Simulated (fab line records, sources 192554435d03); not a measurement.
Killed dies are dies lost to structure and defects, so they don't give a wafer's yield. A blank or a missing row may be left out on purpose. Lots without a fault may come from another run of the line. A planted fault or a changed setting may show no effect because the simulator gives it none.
fab line records | flow n5_finfet
record lots=24 wafers=72 last_day=18
route steps=1938 shown BEOL_M5@1113 BEOL_M6@1209
lots that met no fault: from a run of the same line without faults
start_h: hours from the record's first day to the start of the lot's first wafer shown | wait_h: hours since the lot's step before | " the same as in the row above | L1.1+2: a row that stands for several wafers | - no value, or no start given | * or withheld: withheld | < > ~ a bound
route shown NAME@n: a module of which the file shows steps, and the number in the route of the first | usual: mean/standard deviation of fault-free wafers | same: alike in all rows | chamber/n: place in a boat | sites: the reading at each site | _std_site: their standard deviation | _edge_site: outer sites' mean less inner sites' | radius_mm: how far each site lies from the wafer's centre | mask NAME#n: copy n | behind: the tool/chamber that last shaped the wafer | hold: why the lot was held/for how many hours/how that ended | device: the transistor (n, p or np) that didn't switch | end of line: the same wafers' tests at the end of the route | a step without rows: its recipe alone | killed: dies lost to structure and defects at the first sort, not the wafer's yield | map: a wafer's dies, x killed, . not, _ none there
set.NAME: the setting as run; set.NAME@STEP: as run at that earlier step | model.NAME: the simulator's own value behind a step, which no gauge read
steps of the route over a sample of lots; a table a step, a row a wafer
services: from which hour (start_h, from the record's first day; less than 0 if before it) a tool's chamber was out of use, for how many hours, and why
## steps
# step N5_BEOL_M5_CURE_79
# recipe temp_c=385 time_s=240 ambient=He/Ar material=SiCOH_lowk
# usual lamp_power_pct=52.31/0.058 wafer_temp_C_max=386.5/0.56
# columns lot.wafer tool chamber start_h wait_h lamp_power_pct wafer_temp_C_max
L074.2 uv_cure-02 2 181.67 0.2 52.17 386.3
L074.4 " 2 " " 52.30 386.1
L074.5 " 2 " " 52.31 386.2
L075.1 uv_cure-02 1 187.09 0.0 52.22 386.3
L075.4 " 1 " " 52.31 386.4
L075.6 " 1 " " 52.30 385.9
L076.2 uv_cure-02 1 196.16 0.1 52.35 386.0
L076.5 " 1 " " 52.26 385.7
L076.6 " 1 " " 52.34 385.9
L077.1 uv_cure-01 0 199.03 0.1 52.33 386.9
L077.4 " 0 " " 52.39 386.4
L077.6 " 0 " " 52.27 385.9
L079.1 uv_cure-02 2 199.96 0.1 52.40 385.8
L079.2 " 2 " " 52.27 386.5
L079.3 " 2 " " 52.34 385.7
L078.1 uv_cure-01 0 202.63 0.0 52.22 387.1
L078.3 " 0 " " 52.29 387.1
L078.6 " 0 " " 52.29 386.4
L080.3 uv_cure-02 1 220.37 0.2 52.25 386.2
L080.4 " 1 " " 52.19 386.0
L080.5 " 1 " " 52.31 385.7
L081.1 uv_cure-01 0 220.77 0.0 52.40 386.0
L081.5 " 0 " " 52.25 386.6
L081.6 " 0 " " 52.28 386.3
L082.1 uv_cure-03 1 225.53 0.0 52.39 386.4
L082.5 " 1 " " 52.29 386.3
L082.6 " 1 " " 52.34 386.1
L083.2 uv_cure-02 2 238.18 0.1 52.41 386.4
L083.3 " 2 " " 52.24 386.1
L083.4 " 2 " " 52.31 385.5
L085.1 uv_cure-02 2 238.58 0.0 52.36 385.7
L085.3 " 2 " " 52.28 386.0
L085.4 " 2 " " 52.29 386.7
L084.1 uv_cure-02 0 243.12 0.0 52.37 386.1
L084.2 " 0 " " 52.31 386.5
L084.3 " 0 " " 52.29 386.5
L088.1 uv_cure-02 1 246.12 0.0 52.30 386.0
L088.2 " 1 " " 52.27 386.0
L088.5 " 1 " " 52.28 385.6
L086.1 uv_cure-02 1 246.60 0.4 52.22 386.1
L086.3 " 1 " " 52.37 386.0
L086.5 " 1 " " 52.27 386.5
L087.3 uv_cure-03 2 268.70 0.2 52.32 386.9
L087.4 " 2 " " 52.37 387.2
L087.5 " 2 " " 52.21 387.2
L089.1 uv_cure-01 1 268.95 0.0 52.41 386.9
L089.4 " 1 " " 52.26 387.5
L089.6 " 1 " " 52.29 386.9
L090.1 uv_cure-01 1 274.42 0.0 52.35 387.0
L090.2 " 1 " " 52.37 387.5
L090.3 " 1 " " 52.39 386.4
L091.1 uv_cure-01 1 288.77 0.0 52.30 386.7
L091.3 " 1 " " 52.33 386.7
L091.6 " 1 " " 52.42 386.6
L094.1 uv_cure-01 2 293.22 0.0 52.32 386.9
L094.2 " 2 " " 52.32 387.5
L094.5 " 2 " " 52.23 387.4
L092.1 uv_cure-03 1 293.52 0.2 52.24 386.0
L092.4 " 1 " " 52.39 386.1
L092.6 " 1 " " 52.40 385.9
L093.3 uv_cure-01 0 298.27 0.4 52.27 386.1
L093.4 " 0 " " 52.36 386.0
L093.5 " 0 " " 52.23 386.7
L096.1 uv_cure-02 1 298.32 0.0 52.26 386.1
L096.2 " 1 " " 52.43 386.1
L096.6 " 1 " " 52.30 386.3
L095.1 uv_cure-01 1 313.40 0.0 52.32 386.4
L095.2 " 1 " " 52.24 387.8
L095.5 " 1 " " 52.36 387.2
L097.1 uv_cure-01 1 319.47 0.0 52.23 387.1
L097.3 " 1 " " 52.23 387.0
L097.5 " 1 " " 52.41 386.6
# step N5_BEOL_M5_DESCUM_16
# recipe chemistry=O2 time_s=7 source_power_w=50 bias_power_w=20 pressure_mtorr=20 rf_frequency_hz=2.712e+07 temp_c=40 resist=CAR-EUV o2_flow_sccm=225
# usual bias_power_w=19.99/0.056 drypump_motor_current_A=5.7/0.44 oes_product_au=0.75/0.082 rf_fwd_power_W=49.43/0.19 rf_vpp_V=242.8/1.3 showerhead_plenum_p_Torr=2.07/0.075 throttle_valve_pct=20.57/0.3
# columns lot.wafer tool chamber start_h wait_h bias_power_w drypump_motor_current_A oes_product_au rf_fwd_power_W rf_hours_counter_h rf_vpp_V showerhead_plenum_p_Torr throttle_valve_pct
L074.2 rie_diel-02 0 182.86 0.0 19.95 5.6 0.94 49.44 3 243.6 2.15 20.11
L074.4 " 1 " " 20.00 5.5 0.76 49.34 152 241.6 2.01 20.75
L074.5 " 2 " " 19.96 5.9 0.75 49.69 - 242.3 2.09 20.39
L075.1 rie_diel-01 0 189.77 0.2 20.00 6.4 0.72 49.41 175 243.6 2.10 20.36
L075.4 " 2 " " 20.03 6.1 0.74 49.61 157 244.5 2.18 20.13
L075.6 " 3 " " 20.00 6.1 0.72 49.23 - 240.2 2.00 21.09
L076.2 rie_diel-03 2 198.49 0.3 20.08 5.9 1.00 49.47 2 243.1 2.06 20.57
L076.5 " 2 " " 19.93 5.8 1.00 49.27 - 242.6 2.06 20.58
L076.6 " 1 " " 20.06 5.1 0.66 49.27 - 243.3 2.05 20.81
L077.1 rie_diel-01 0 201.23 0.0 20.09 6.4 0.72 49.20 178 242.0 2.09 20.36
L077.4 " 3 " " 20.10 6.1 0.71 49.18 - 242.5 2.00 21.09
L077.6 " 0 " " 19.98 6.4 0.72 49.42 - 243.1 2.10 20.35
L079.1 rie_diel-01 0 201.67 0.0 20.10 6.4 0.72 49.33 178 242.5 2.09 20.36
L079.2 " 3 " " 20.03 6.0 0.71 49.39 203 242.1 2.00 21.11
L079.3 " 2 " " 20.06 6.1 0.74 49.25 160 244.2 2.18 20.16
L078.1 rie_diel-03 3 206.09 0.0 20.10 5.2 0.75 49.36 155 243.0 2.00 20.56
L078.3 " 0 " " 19.98 5.4 0.73 49.55 196 244.9 2.19 20.85
L078.6 " 2 " " 19.93 5.8 0.99 49.51 - 242.0 2.06 20.58
L080.3 rie_diel-03 2 221.82 0.0 19.96 5.8 0.97 49.37 9 241.6 2.06 20.59
L080.4 " 3 " " 20.05 5.2 0.74 49.43 161 241.8 2.00 20.54
L080.5 " 0 " " 20.14 5.4 0.72 49.12 - 243.0 2.18 20.86
L081.1 rie_diel-01 3 222.11 0.1 20.02 6.1 0.71 49.50 211 242.6 2.00 21.12
L081.5 " 3 " " 19.97 6.1 0.72 49.28 - 241.9 2.00 21.13
L081.6 " 0 " " 19.93 6.4 0.71 49.50 - 243.3 2.09 20.37
L082.1 rie_diel-01 3 227.30 0.7 20.09 6.1 0.71 49.29 213 241.5 2.00 21.13
L082.5 " 1 " " 19.96 5.3 0.75 49.81 - 242.2 1.97 20.44
L082.6 " 0 " " 20.00 6.5 0.72 49.30 - 244.3 2.09 20.37
L083.2 rie_diel-03 2 241.47 0.0 19.97 5.9 0.96 49.24 17 243.8 2.05 20.62
L083.3 " 3 " " 19.94 5.2 0.73 49.61 169 242.9 1.99 20.57
L083.4 " 0 " " 20.09 5.4 0.71 49.51 209 244.9 2.18 20.87
L085.1 rie_diel-01 0 241.74 0.0 19.94 6.4 0.71 49.18 192 243.6 2.09 20.37
L085.3 " 3 " " 19.98 6.1 0.70 49.38 218 240.0 2.00 21.13
L085.4 " 2 " " 20.04 6.1 0.73 49.55 176 245.0 2.17 20.16
L084.1 rie_diel-01 1 244.99 0.3 20.01 5.3 0.74 49.68 174 241.9 1.97 20.46
L084.2 " 0 " " 20.01 6.4 0.71 49.51 193 244.4 2.09 20.38
L084.3 " 3 " " 19.87 6.0 0.70 49.35 219 241.9 2.00 21.14
L088.1 rie_diel-01 1 249.89 0.2 20.03 5.3 0.74 49.72 175 240.7 1.97 20.48
L088.2 " 2 " " 20.01 6.1 0.73 49.33 179 243.8 2.17 20.18
L088.5 " 1 " " 20.01 5.3 0.74 49.74 - 241.8 1.97 20.46
L086.1 rie_diel-03 3 250.14 0.2 19.93 5.2 0.73 49.04 172 240.9 1.99 20.57
L086.3 " 0 " " 20.05 5.4 0.71 49.34 212 243.6 2.18 20.86
L086.5 " 3 " " 20.00 5.2 0.72 49.37 - 241.7 1.99 20.57
L087.3 rie_diel-02 2 270.42 0.4 20.01 5.9 0.73 49.80 168 243.6 2.08 20.39
L087.4 " 3 " " 19.95 5.3 0.80 49.40 100 243.0 2.13 20.41
L087.5 " 1 " " 19.99 5.6 0.74 49.53 - 242.1 2.00 20.76
L089.1 rie_diel-03 1 270.61 0.0 20.00 5.1 0.98 49.40 2 242.5 2.04 20.47
L089.4 " 2 " " 19.98 5.9 0.91 49.45 29 243.1 2.05 20.64
L089.6 " 3 " " 20.03 5.2 0.73 49.35 - 242.9 1.99 20.59
L090.1 rie_diel-01 1 277.32 0.2 19.94 5.3 0.73 49.62 184 242.0 1.97 20.48
L090.2 " 3 " " 20.05 6.1 0.69 49.52 229 241.3 1.99 21.15
L090.3 " 0 " " 19.98 6.4 0.70 49.49 204 243.4 2.09 20.39
L091.1 rie_diel-01 3 292.56 0.2 19.97 6.1 0.69 49.55 234 242.3 1.99 21.16
L091.3 " 0 " " 19.98 6.4 0.69 49.34 209 242.5 2.08 20.40
L091.6 " 1 " " 20.03 5.3 0.73 49.75 - 240.8 1.96 20.49
L094.1 rie_diel-01 2 296.60 0.0 20.04 6.1 0.72 49.59 193 244.1 2.17 20.20
L094.2 " 1 " " 20.08 5.3 0.73 49.66 190 241.9 1.96 20.50
L094.5 " 3 " " 19.97 6.0 0.69 49.54 - 241.7 1.99 21.16
L092.1 rie_diel-02 1 296.69 0.0 19.94 5.6 0.74 49.16 178 240.7 2.00 20.79
L092.4 " 2 " " 19.89 5.9 0.73 49.51 177 241.6 2.08 20.44
L092.6 " 1 " " 19.91 5.6 0.73 49.37 - 240.5 2.00 20.79
L096.1 rie_diel-03 3 300.06 0.0 19.99 5.2 0.72 49.32 190 241.2 1.98 20.61
L096.2 " 2 " " 19.91 5.8 0.90 49.34 38 243.2 2.05 20.65
L096.6 " 0 " " 19.96 5.4 0.70 49.47 - 244.8 2.17 20.90
L093.3 rie_diel-02 3 300.23 0.0 20.01 5.4 0.78 49.40 111 244.6 2.12 20.42
L093.4 " 1 " " 19.93 5.6 0.73 49.07 179 240.6 2.00 20.80
L093.5 " 0 " " 20.06 5.6 0.88 48.89 - 242.4 2.14 20.17
L095.1 rie_diel-01 0 315.10 0.0 19.96 6.4 0.69 49.39 217 243.6 2.08 20.43
L095.2 " 2 " " 19.93 6.1 0.71 49.41 198 244.2 2.17 20.20
L095.5 " 1 " " 19.90 5.3 0.73 49.73 - 242.0 1.96 20.49
L097.1 rie_diel-03 1 320.93 0.0 19.85 5.1 0.94 49.19 17 242.8 2.04 20.50
L097.3 " 0 " " 19.93 5.4 0.70 49.61 236 245.0 2.17 20.91
L097.5 " 3 " " 20.07 5.2 0.72 49.23 - 241.8 1.98 20.61
# step N5_BEOL_M5_SURFACE_TREAT_87
# recipe gas=Ar time_s=* ion_energy_ev=* ion_current_ma_cm2=0.5 pressure_mtorr=* ar_flow_sccm=30
# usual throttle_valve_pct=*
# columns lot.wafer tool chamber start_h wait_h throttle_valve_pct
L074.2 pvd_sputter-02 - 185.96 0.2 *
L074.4 " - " " *
L074.5 " - " " *
L075.1 pvd_sputter-01 - 193.02 0.1 *
L075.4 " - " " *
L075.6 " - " " *
L076.2 pvd_sputter-03 - 201.32 0.2 *
L076.5 " - " " *
L076.6 " - " " *
L077.1 pvd_sputter-03 - 206.46 0.2 *
L077.4 " - " " *
L077.6 " - " " *
L079.1 pvd_sputter-02 - 206.75 0.2 *
L079.2 " - " " *
L079.3 " - " " *
L078.1 pvd_sputter-02 - 210.69 0.4 *
L078.3 " - " " *
L078.6 " - " " *
L080.3 pvd_sputter-01 - 225.76 0.3 *
L080.4 " - " " *
L080.5 " - " " *
L081.1 pvd_sputter-01 - 228.08 1.7 *
L081.5 " - " " *
L081.6 " - " " *
L082.1 pvd_sputter-02 - 232.94 1.1 *
L082.5 " - " " *
L082.6 " - " " *
L083.2 pvd_sputter-03 - 244.35 0.1 *
L083.3 " - " " *
L083.4 " - " " *
L085.1 pvd_sputter-03 - 244.43 0.1 *
L085.3 " - " " *
L085.4 " - " " *
L084.1 pvd_sputter-01 - 250.24 0.3 *
L084.2 " - " " *
L084.3 " - " " *
L088.1 pvd_sputter-01 - 253.36 0.2 *
L088.2 " - " " *
L088.5 " - " " *
L086.1 pvd_sputter-02 - 255.76 0.1 *
L086.3 " - " " *
L086.5 " - " " *
L089.1 pvd_sputter-02 - 273.42 0.2 *
L089.4 " - " " *
L089.6 " - " " *
L087.3 pvd_sputter-02 - 273.72 0.2 *
L087.4 " - " " *
L087.5 " - " " *
L090.1 pvd_sputter-02 - 279.71 0.1 *
L090.2 " - " " *
L090.3 " - " " *
L091.1 pvd_sputter-01 - 297.57 0.2 *
L091.3 " - " " *
L091.6 " - " " *
L092.1 pvd_sputter-03 - 300.24 0.1 *
L092.4 " - " " *
L092.6 " - " " *
L094.1 pvd_sputter-02 - 300.83 0.2 *
L094.2 " - " " *
L094.5 " - " " *
L093.3 pvd_sputter-02 - 304.39 0.3 *
L093.4 " - " " *
L093.5 " - " " *
L096.1 pvd_sputter-02 - 304.43 0.3 *
L096.2 " - " " *
L096.6 " - " " *
L095.1 pvd_sputter-02 - 320.24 0.2 *
L095.2 " - " " *
L095.5 " - " " *
L097.1 pvd_sputter-02 - 324.16 0.1 *
L097.3 " - " " *
L097.5 " - " " *
# step N5_BEOL_M5_SPUTTER_48
# recipe material=Cu target_thk_a=150 temp_c=-20 chamber_pressure_pa=0.07 power_w=withheld time_s=27.62
# usual throttle_valve_pct=29.6/0.98
# columns lot.wafer tool chamber start_h wait_h throttle_valve_pct
L074.2 pvd_sputter-02 - 186.18 0.1 30.7
L074.4 " - " " 29.2
L074.5 " - " " 29.7
L075.1 pvd_sputter-01 - 193.26 0.1 27.5
L075.4 " - " " 29.1
L075.6 " - " " 29.2
L076.2 pvd_sputter-02 - 201.60 0.2 29.8
L076.5 " - " " 28.9
L076.6 " - " " 30.3
L077.1 pvd_sputter-03 - 206.67 0.1 30.9
L077.4 " - " " 29.8
L077.6 " - " " 29.9
L079.1 pvd_sputter-01 - 207.03 0.1 27.6
L079.2 " - " " 29.3
L079.3 " - " " 30.8
L078.1 pvd_sputter-02 - 211.01 0.1 28.8
L078.3 " - " " 28.7
L078.6 " - " " 29.0
L080.3 pvd_sputter-03 - 225.97 0.1 30.8
L080.4 " - " " 29.9
L080.5 " - " " 29.8
L081.1 pvd_sputter-02 - 228.38 0.2 29.8
L081.5 " - " " 28.8
L081.6 " - " " 30.4
L082.1 pvd_sputter-02 - 233.24 0.2 29.8
L082.5 " - " " 30.3
L082.6 " - " " 29.7
L083.2 pvd_sputter-01 - 244.57 0.1 29.2
L083.3 " - " " 27.3
L083.4 " - " " 31.2
L085.1 pvd_sputter-02 - 244.66 0.1 30.6
L085.3 " - " " 29.7
L085.4 " - " " 28.4
L084.1 pvd_sputter-02 - 250.83 0.2 29.4
L084.2 " - " " 28.5
L084.3 " - " " 28.9
L088.1 pvd_sputter-03 - 253.63 0.1 28.6
L088.2 " - " " 30.6
L088.5 " - " " 30.0
L086.1 pvd_sputter-01 - 256.05 0.1 29.2
L086.3 " - " " 30.7
L086.5 " - " " 29.3
L089.1 pvd_sputter-01 - 273.76 0.2 29.3
L089.4 " - " " 30.8
L089.6 " - " " 31.1
L087.3 pvd_sputter-02 - 274.00 0.2 28.9
L087.4 " - " " 30.3
L087.5 " - " " 29.2
L090.1 pvd_sputter-02 - 279.99 0.1 29.2
L090.2 " - " " 30.4
L090.3 " - " " 29.7
L091.1 pvd_sputter-01 - 298.01 0.3 30.9
L091.3 " - " " 27.9
L091.6 " - " " 29.0
L092.1 pvd_sputter-03 - 300.58 0.1 29.8
L092.4 " - " " 28.8
L092.6 " - " " 30.7
L094.1 pvd_sputter-01 - 302.64 1.5 31.0
L094.2 " - " " 27.6
L094.5 " - " " 31.1
L093.3 pvd_sputter-02 - 304.69 0.2 28.9
L093.4 " - " " 30.7
L093.5 " - " " 29.4
L096.1 pvd_sputter-03 - 305.00 0.4 29.7
L096.2 " - " " 29.8
L096.6 " - " " 30.1
L095.1 pvd_sputter-01 - 320.53 0.1 30.9
L095.2 " - " " 31.2
L095.5 " - " " 29.3
L097.1 pvd_sputter-03 - 324.55 0.1 28.5
L097.3 " - " " 29.7
L097.5 " - " " 30.1
# step N5_BEOL_M6_INSPECT_13
# recipe mode=adi inspect_instrument=brightfield
# usual raw_defect_count=426/110
# columns lot.wafer tool chamber start_h wait_h raw_defect_count
L074.2 defect_inspect-01 - 193.35 0.0 451
L074.4 " - " " 412
L074.5 " - " " 351
L075.1 defect_inspect-02 - 201.12 0.0 451
L075.4 " - " " 454
L075.6 " - " " 551
L076.2 defect_inspect-01 - 210.06 0.0 369
L076.5 " - " " 352
L076.6 " - " " 415
L077.1 defect_inspect-01 - 215.34 0.0 455
L077.4 " - " " 530
L077.6 " - " " 343
L079.1 defect_inspect-01 - 215.51 0.0 391
L079.2 " - " " 337
L079.3 " - " " 500
L078.1 defect_inspect-02 - 220.63 0.0 515
L078.3 " - " " 436
L078.6 " - " " 447
L080.3 defect_inspect-02 - 233.82 0.0 592
L080.4 " - " " 785
L080.5 " - " " 608
L081.1 defect_inspect-01 - 238.30 0.0 375
L081.5 " - " " 396
L081.6 " - " " 374
L082.1 defect_inspect-01 - 241.80 0.0 314
L082.5 " - " " 361
L082.6 " - " " 423
L083.2 defect_inspect-02 - 252.93 0.0 408
L083.3 " - " " 545
L083.4 " - " " 770
L085.1 defect_inspect-02 - 253.16 0.0 453
L085.3 " - " " 431
L085.4 " - " " 385
L084.1 defect_inspect-01 - 258.63 0.0 410
L084.2 " - " " 454
L084.3 " - " " 479
L088.1 defect_inspect-02 - 261.37 0.0 620
L088.2 " - " " 391
L088.5 " - " " 408
L086.1 defect_inspect-02 - 263.69 0.0 784
L086.3 " - " " 420
L086.5 " - " " 636
L089.1 defect_inspect-01 - 281.89 0.0 315
L089.4 " - " " 356
L089.6 " - " " 284
L087.3 defect_inspect-01 - 282.07 0.0 554
L087.4 " - " " 663
L087.5 " - " " 440
L090.1 defect_inspect-02 - 288.72 0.0 840
L090.2 " - " " 354
L090.3 " - " " 372
L091.1 defect_inspect-01 - 308.26 0.0 312
L091.3 " - " " 467
L091.6 " - " " 426
L092.1 defect_inspect-02 - 308.78 0.0 246
L092.4 " - " " 322
L092.6 " - " " 223
L094.1 defect_inspect-01 - 309.54 0.0 367
L094.2 " - " " 449
L094.5 " - " " 542
L093.3 defect_inspect-02 - 312.06 0.0 301
L093.4 " - " " 349
L093.5 " - " " 382
L096.1 defect_inspect-02 - 312.26 0.0 356
L096.2 " - " " 268
L096.6 " - " " 343
L095.1 defect_inspect-01 - 329.35 0.0 449
L095.2 " - " " 366
L095.5 " - " " 371
L097.1 defect_inspect-01 - 335.84 0.0 266
L097.3 " - " " 338
L097.5 " - " " 387
# step N5_BEOL_M6_CD_MEAS_35
# recipe target_cd_nm=40 target_cd_y_nm=28 polarity=opening
# usual cd_nm=40.0/0.66
# columns lot.wafer tool chamber start_h wait_h cd_nm
L074.2 cd_sem-01 - 194.86 0.0 40.9
L074.4 " - " " 38.8
L074.5 " - " " 39.6
L075.1 cd_sem-01 - 205.74 0.0 40.0
L075.4 " - " " 39.2
L075.6 " - " " 38.5
L076.2 cd_sem-03 - 211.76 0.0 39.4
L076.5 " - " " 39.6
L076.6 " - " " 39.9
L077.1 cd_sem-03 - 217.03 0.0 39.6
L077.4 " - " " 39.9
L077.6 " - " " 39.8
L079.1 cd_sem-02 - 220.23 0.0 39.7
L079.2 " - " " 39.4
L079.3 " - " " 40.2
L078.1 cd_sem-02 - 224.86 0.0 40.5
L078.3 " - " " 39.1
L078.6 " - " " 39.7
L080.3 cd_sem-03 - 237.95 0.0 39.1
L080.4 " - " " 39.2
L080.5 " - " " 39.7
L081.1 cd_sem-01 - 241.84 0.0 39.1
L081.5 " - " " 39.7
L081.6 " - " " 39.9
L082.1 cd_sem-03 - 243.81 0.0 41.2
L082.5 " - " " 39.4
L082.6 " - " " 40.8
L083.2 cd_sem-02 - 255.61 0.0 40.9
L083.3 " - " " 40.3
L083.4 " - " " 39.3
L085.1 cd_sem-02 - 256.01 0.0 39.1
L085.3 " - " " 39.5
L085.4 " - " " 38.8
L084.1 cd_sem-02 - 262.54 0.0 40.4
L084.2 " - " " 40.4
L084.3 " - " " 41.0
L088.1 cd_sem-01 - 263.10 0.0 40.3
L088.2 " - " " 39.7
L088.5 " - " " 39.6
L086.1 cd_sem-01 - 266.99 0.0 39.6
L086.3 " - " " 39.6
L086.5 " - " " 39.2
L087.3 cd_sem-01 - 285.13 0.0 40.7
L087.4 " - " " 40.3
L087.5 " - " " 40.2
L089.1 cd_sem-02 - 285.37 0.0 39.8
L089.4 " - " " 39.4
L089.6 " - " " 39.7
L090.1 cd_sem-01 - 292.14 0.0 39.2
L090.2 " - " " 40.6
L090.3 " - " " 39.9
L091.1 cd_sem-02 - 309.79 0.0 40.5
L091.3 " - " " 40.4
L091.6 " - " " 39.9
L092.1 cd_sem-03 - 312.13 0.0 39.7
L092.4 " - " " 40.5
L092.6 " - " " 38.2
L094.1 cd_sem-02 - 312.48 0.0 40.4
L094.2 " - " " 39.4
L094.5 " - " " 39.9
L096.1 cd_sem-01 - 314.42 0.0 40.7
L096.2 " - " " 39.2
L096.6 " - " " 40.2
L093.3 cd_sem-01 - 314.89 0.0 39.2
L093.4 " - " " 39.1
L093.5 " - " " 39.6
L095.1 cd_sem-02 - 334.76 0.0 41.5
L095.2 " - " " 40.1
L095.5 " - " " 41.0
L097.1 cd_sem-02 - 339.56 0.0 40.3
L097.3 " - " " 40.3
L097.5 " - " " 39.5
## services
# columns tool chamber start_h hours kind
rie_diel-03 2 173.35 - clean
rie_diel-03 2 173.35 - consumable_replace:focus_ring
rie_diel-03 2 173.35 19.9 scheduled_down
rie_diel-03 2 173.35 19.9 vent_cycle
uv_cure-01 - 186.64 3.0 repair
rie_diel-01 1 197.73 6.1 repair
uv_cure-02 - 198.49 0.7 repair
rie_diel-01 1 210.44 1.8 repair
uv_cure-01 - 211.36 3.4 pm
rie_diel-02 - 212.13 28.1 pm
pvd_sputter-03 - 216.20 4.0 repair
rie_diel-03 1 245.77 - clean
rie_diel-03 1 245.77 - consumable_replace:focus_ring
rie_diel-03 1 245.77 18.5 scheduled_down
rie_diel-03 1 245.77 18.5 vent_cycle
uv_cure-03 - 245.83 0.7 repair
uv_cure-02 - 251.43 5.2 repair
uv_cure-03 - 266.58 0.9 repair
rie_diel-02 1 285.26 2.9 repair
rie_diel-02 2 311.15 15.1 repair
rie_diel-03 2 315.58 9.5 repair
## key
fault none
